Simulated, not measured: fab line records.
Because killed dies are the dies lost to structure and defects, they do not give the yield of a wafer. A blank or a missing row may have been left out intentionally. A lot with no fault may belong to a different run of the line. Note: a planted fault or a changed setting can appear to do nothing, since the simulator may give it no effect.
Which tool did it?	flow n5 finfet	23 lots with 69 wafers sampled at 5 steps, on a route of 1938 steps

## WHAT THE GAUGES SHOWED, per wafer
N5_SD_ACTIVATION_INSPECT_02: inspects for defects (darkfield). Usual: 169 for raw defect count, sd 37.
lot	measured	on	raw defect count	flag
L074	day 3 10:07	defect inspect-02	193 181 230	
L075	day 3 14:19	defect inspect-01	247 192 179	
L076	day 3 23:09	defect inspect-01	149 192 115	
L077	day 4 04:24	defect inspect-02	167 156 174	
L078	day 4 09:57	defect inspect-02	170 107 233	
L079	day 4 16:15	defect inspect-01	167 142 186	
L081	day 5 03:59	defect inspect-02	177 132 175	
L082	day 5 08:49	defect inspect-02	142 195 195	
L083	day 5 15:36	defect inspect-02	135 227 140	
L084	day 6 00:57	defect inspect-01	165 171 183	
L085	day 6 04:44	defect inspect-01	176 173 128	
L086	day 6 13:56	defect inspect-01	202 209 154	
L087	day 6 20:01	defect inspect-01	137 195 157	
L088	day 6 21:20	defect inspect-02	196 166 205	
L089	day 7 05:12	defect inspect-01	204 186 195	
L090	day 7 09:18	defect inspect-01	119 106 127	
L091	day 7 14:54	defect inspect-01	79 111 147	
L092	day 7 20:49	defect inspect-02	131 129 156	
L093	day 8 04:31	defect inspect-02	205 156 174	
L094	day 8 08:01	defect inspect-02	269 225 208	
L095	day 8 15:37	defect inspect-02	151 160 162	
L096	day 8 21:55	defect inspect-02	141 235 251	
L097	day 9 04:43	defect inspect-02	114 129 162	

## WHAT TOOL EACH LOT RAN ON (gives the tool, then ch and the chambers of the sampled wafers, and finally the start)
lot	N5_SD_EPI_N_STRIP_38	N5_SD_EPI_P_DESCUM_14	N5_SD_EPI_P_ETCH_47	N5_SD_ACTIVATION_LSA_01
L074	plasma asher-01 ch 0,1, day 3 01:07	rie diel-01 ch 0,1,2, day 3 04:47	rie diel-01 ch 0,1,2, day 3 05:18	laser anneal-01 ch 0, day 3 09:36
L075	plasma asher-02 ch 0,1, day 3 06:19	rie diel-04 ch 2,3, day 3 09:51	rie diel-04 ch 2,3, day 3 10:22	laser anneal-02 ch 0, day 3 13:50
L076	plasma asher-01 ch 0,1, day 3 13:43	rie diel-01 ch 2,3, day 3 17:46	rie diel-01 ch 2,3, day 3 18:17	laser anneal-01 ch 0, day 3 22:37
L077	plasma asher-01 ch 0,1, day 3 19:23	rie diel-05 ch 1,2,3, day 3 23:53	rie diel-05 ch 1,2,3, day 4 00:25	laser anneal-02 ch 0, day 4 03:52
L078	plasma asher-01 ch 0,1, day 4 00:37	rie diel-04 ch 1,3, day 4 05:20	rie diel-04 ch 1,3, day 4 05:52	laser anneal-01 ch 0, day 4 09:27
L079	plasma asher-02 ch 0,1, day 4 08:02	rie diel-04 ch 1,3, day 4 11:44	rie diel-04 ch 1,3, day 4 12:16	laser anneal-02 ch 0, day 4 15:44
L081	plasma asher-02 ch 0,1, day 4 19:29	rie diel-01 ch 1,2,3, day 4 23:31	rie diel-01 ch 1,2,3, day 5 00:02	laser anneal-02 ch 0, day 5 03:28
L082	plasma asher-01 ch 0, day 5 00:20	rie diel-04 ch 1,2, day 5 04:21	rie diel-04 ch 1,2, day 5 04:52	laser anneal-01 ch 0, day 5 08:19
L083	plasma asher-01 ch 0,1, day 5 07:27	rie diel-05 ch 1,3, day 5 11:07	rie diel-05 ch 1,3, day 5 11:38	laser anneal-02 ch 0, day 5 15:04
L084	plasma asher-02 ch 0, day 5 16:47	rie diel-04 ch 0,1,3, day 5 20:28	rie diel-04 ch 0,1,3, day 5 20:59	laser anneal-01 ch 0, day 6 00:27
L085	plasma asher-01 ch 0,1, day 5 20:37	rie diel-01 ch 0,1,2, day 6 00:16	rie diel-01 ch 0,1,2, day 6 00:47	laser anneal-01 ch 0, day 6 04:13
L086	plasma asher-02 ch 0,1, day 6 05:19	rie diel-05 ch 2,3, day 6 09:08	rie diel-05 ch 2,3, day 6 09:56	laser anneal-02 ch 0, day 6 13:28
L087	plasma asher-01 ch 0,1, day 6 11:56	rie diel-01 ch 1,2,3, day 6 15:32	rie diel-01 ch 1,2,3, day 6 16:03	laser anneal-01 ch 0, day 6 19:32
L088	plasma asher-01 ch 0,1, day 6 13:15	rie diel-05 ch 1,2, day 6 16:47	rie diel-05 ch 1,2, day 6 17:18	laser anneal-02 ch 0, day 6 20:48
L089	plasma asher-02 ch 0,1, day 6 20:32	rie diel-04 ch 1,2, day 7 00:44	rie diel-04 ch 1,2, day 7 01:14	laser anneal-01 ch 0, day 7 04:40
L090	plasma asher-02 ch 0,1, day 7 01:11	rie diel-05 ch 1,2,3, day 7 04:43	rie diel-05 ch 1,2,3, day 7 05:13	laser anneal-02 ch 0, day 7 08:50
L091	plasma asher-01 ch 1, day 7 06:53	rie diel-04 ch 0,2,3, day 7 10:25	rie diel-04 ch 0,2,3, day 7 10:56	laser anneal-01 ch 0, day 7 14:25
L092	plasma asher-01 ch 0,1, day 7 11:49	rie diel-04 ch 0,2,3, day 7 16:21	rie diel-04 ch 0,2,3, day 7 16:52	laser anneal-02 ch 0, day 7 20:18
L093	plasma asher-01 ch 0,1, day 7 20:17	rie diel-04 ch 0,2, day 7 23:49	rie diel-04 ch 0,2, day 8 00:20	laser anneal-01 ch 0, day 8 03:59
L094	plasma asher-01 ch 0,1, day 7 23:47	rie diel-05 ch 1,2,3, day 8 03:33	rie diel-05 ch 1,2,3, day 8 04:04	laser anneal-02 ch 0, day 8 07:29
L095	plasma asher-02 ch 0,1, day 8 06:30	rie diel-01 ch 2,3, day 8 11:09	rie diel-01 ch 2,3, day 8 11:40	laser anneal-01 ch 0, day 8 15:05
L096	plasma asher-02 ch 0,1, day 8 12:02	rie diel-05 ch 0,1, day 8 17:26	rie diel-05 ch 0,1, day 8 17:57	laser anneal-02 ch 0, day 8 21:25
L097	plasma asher-01 ch 0, day 8 19:41	rie diel-01 ch 1,3, day 9 00:14	rie diel-01 ch 1,3, day 9 00:44	laser anneal-02 ch 0, day 9 04:11
- N5_SD_EPI_N_STRIP_38: strips in N2/H2.
- N5_SD_EPI_P_DESCUM_14: chemistry O2, time 7.9 s.
- N5_SD_EPI_P_ETCH_47: etches SiOCN in CH3F/O2, target depth 25 nm.
- N5_SD_ACTIVATION_LSA_01: time 0.0008 s.

## AS READ BY THE TOOLS THEMSELVES (means over the sampled wafers that have a number; for cases with no such wafer, the mark the record gives instead)
N5_SD_EPI_N_STRIP_38. Usual: drypump motor current A 5.8 A, standard deviation 0.51; heater power w 350 W, standard deviation 9.6; oes product au 0.761 a.u., standard deviation 0.011.
lot	tool	drypump motor current A (A)	heater power w (W)	oes product au (a.u.)	flag
L074	plasma asher-01	6.3	345	0.771	
L075	plasma asher-02	5.3	360	0.774	
L076	plasma asher-01	6.3	349	0.765	
L077	plasma asher-01	6.3	343	0.766	
L078	plasma asher-01	6.3	343	0.756	
L079	plasma asher-02	5.3	356	0.760	
L081	plasma asher-02	5.2	357	0.762	
L082	plasma asher-01	6.5	341	0.756	
L083	plasma asher-01	6.1	347	0.760	
L084	plasma asher-02	5.2	353	0.747	
L085	plasma asher-01	6.1	346	0.767	
L086	plasma asher-02	5.2	358	0.766	
L087	plasma asher-01	6.3	344	0.767	
L088	plasma asher-01	6.3	342	0.756	
L089	plasma asher-02	5.2	354	0.763	
L090	plasma asher-02	5.2	360	0.754	
L091	plasma asher-01	6.1	351	0.763	
L092	plasma asher-01	6.3	345	0.751	
L093	plasma asher-01	6.3	342	0.768	
L094	plasma asher-01	6.2	349	0.759	
L095	plasma asher-02	5.2	363	0.758	
L096	plasma asher-02	5.3	363	0.760	
L097	plasma asher-01	6.5	342	0.750	

N5_SD_EPI_P_DESCUM_14. Usual: drypump motor current A 5.7 A, standard deviation 0.41; oes product au 0.80 a.u., standard deviation 0.082; rf vpp V 243.1 V, standard deviation 1.4; showerhead plenum p Torr 2.09 Torr, standard deviation 0.076; throttle valve pct 20.40 %, standard deviation 0.2.
lot	tool	drypump motor current A (A)	oes product au (a.u.)	rf vpp V (V)	showerhead plenum p Torr (Torr)	throttle valve pct (%)	flag
L074	rie diel-01	5.8	0.84	243.0	2.09	20.31	
L075	rie diel-04	5.7	0.70	241.1	1.99	20.55	
L076	rie diel-01	5.7	0.83	242.7	2.09	20.34	
L077	rie diel-05	5.9	0.80	242.5	2.10	20.45	
L078	rie diel-04	5.7	0.77	242.3	2.08	20.57	
L079	rie diel-04	5.7	0.77	243.4	2.08	20.58	
L081	rie diel-01	5.8	0.85	242.6	2.06	20.26	
L082	rie diel-04	5.7	0.76	243.1	2.06	20.41	
L083	rie diel-05	6.1	0.78	242.7	2.08	20.43	
L084	rie diel-04	5.6	0.79	243.2	2.10	20.47	
L085	rie diel-01	5.8	0.81	243.3	2.08	20.33	
L086	rie diel-05	5.9	0.75	244.5	2.13	20.41	
L087	rie diel-01	5.8	0.83	242.9	2.06	20.30	
L088	rie diel-05	5.6	0.80	242.6	2.09	20.57	
L089	rie diel-04	5.7	0.96	245.1	2.23	20.15	
L090	rie diel-05	5.9	0.77	243.9	2.09	20.48	
L091	rie diel-04	5.4	0.80	243.6	2.10	20.33	
L092	rie diel-04	5.5	0.80	242.4	2.10	20.35	
L093	rie diel-04	5.4	0.88	244.7	2.18	20.12	
L094	rie diel-05	5.9	0.76	242.5	2.09	20.50	
L095	rie diel-01	5.7	0.79	243.4	2.08	20.39	
L096	rie diel-05	6.0	0.91	243.8	2.12	20.48	
L097	rie diel-01	6.2	0.82	242.6	2.04	20.14	

N5_SD_EPI_P_ETCH_47. Usual: O2_flow_sccm 20.00 sccm, standard deviation 0.058; drypump motor current A 5.8 A, standard deviation 0.41; oes product au 0.79 a.u., standard deviation 0.079; rf vpp V 126.6 V, standard deviation 2.5; showerhead plenum p Torr 2.00 Torr, standard deviation 0.071; throttle valve pct 16.29 %, standard deviation 0.15.
lot	tool	O2_flow_sccm (sccm)	drypump motor current A (A)	oes product au (a.u.)	rf vpp V (V)	showerhead plenum p Torr (Torr)	throttle valve pct (%)	flag
L074	rie diel-01	20.03	5.9	0.83	125.1	2.00	16.19	
L075	rie diel-04	20.02	5.6	0.69	126.4	1.90	16.40	
L076	rie diel-01	20.06	5.7	0.82	126.4	2.01	16.27	
L077	rie diel-05	19.97	5.9	0.80	127.9	2.01	16.35	
L078	rie diel-04	20.02	5.8	0.78	127.3	1.97	16.36	
L079	rie diel-04	19.98	5.7	0.77	127.2	1.97	16.36	
L081	rie diel-01	20.00	5.8	0.84	125.0	1.99	16.20	
L082	rie diel-04	19.98	5.6	0.75	127.5	1.97	16.35	
L083	rie diel-05	19.97	6.1	0.78	125.0	1.98	16.37	
L084	rie diel-04	19.97	5.5	0.79	126.2	2.01	16.30	
L085	rie diel-01	19.96	5.9	0.81	126.2	1.99	16.23	
L086	rie diel-05	20.03	5.9	0.75	125.9	2.04	16.34	
L087	rie diel-01	19.99	5.8	0.83	125.0	1.98	16.21	
L088	rie diel-05	19.95	5.6	0.81	129.6	1.99	16.42	
L089	rie diel-04	19.96	5.7	0.95	129.7	2.13	16.05	
L090	rie diel-05	19.98	5.9	0.78	126.7	2.00	16.40	
L091	rie diel-04	20.01	5.5	0.81	126.3	2.01	16.23	
L092	rie diel-04	20.03	5.5	0.79	125.9	2.01	16.23	
L093	rie diel-04	20.00	5.4	0.87	127.5	2.09	16.06	
L094	rie diel-05	20.06	5.9	0.77	127.3	2.00	16.41	
L095	rie diel-01	19.93	5.7	0.79	126.6	2.00	16.33	
L096	rie diel-05	19.99	6.0	0.89	128.9	2.01	16.26	
L097	rie diel-01	20.00	6.2	0.80	124.6	1.97	16.13	

N5_SD_ACTIVATION_LSA_01. Usual: 1086.1 for wafer_temp_C_max, sd 1.7.
lot	tool	wafer_temp_C_max	flag
L074	laser anneal-01	1087.0	
L075	laser anneal-02	1085.7	
L076	laser anneal-01	1087.1	
L077	laser anneal-02	1085.0	
L078	laser anneal-01	1085.9	
L079	laser anneal-02	1085.3	
L081	laser anneal-02	1085.9	
L082	laser anneal-01	1089.7	
L083	laser anneal-02	1084.9	
L084	laser anneal-01	1086.6	
L085	laser anneal-01	1087.5	
L086	laser anneal-02	1085.0	
L087	laser anneal-01	1084.9	
L088	laser anneal-02	1085.5	
L089	laser anneal-01	1088.4	
L090	laser anneal-02	1084.7	
L091	laser anneal-01	1086.6	
L092	laser anneal-02	1084.3	
L093	laser anneal-01	1087.6	
L094	laser anneal-02	1085.1	
L095	laser anneal-01	1088.3	
L096	laser anneal-02	1085.3	
L097	laser anneal-02	1084.5	

## THE ANSWER, worked out from the rows above alone
Rule: a lot counts as off when the mean over its wafers that have a number is more than 3 standard deviations away from the usual mean. Also off: a lot with no number at a reading for which 4 or more lots have one. The other lots that the step has rows for count as sound. Order of review: gauges by route order, followed by the tools' own readings, for which a lot's mean as printed above is used. The first step at which some lot is off is used, and at that step the reading that is off furthest; a lot without a number counts as furthest.
Nothing can be told from this: no lot is off at any reading shown.

## WHAT WAS PUT IN BY THE SIMULATOR
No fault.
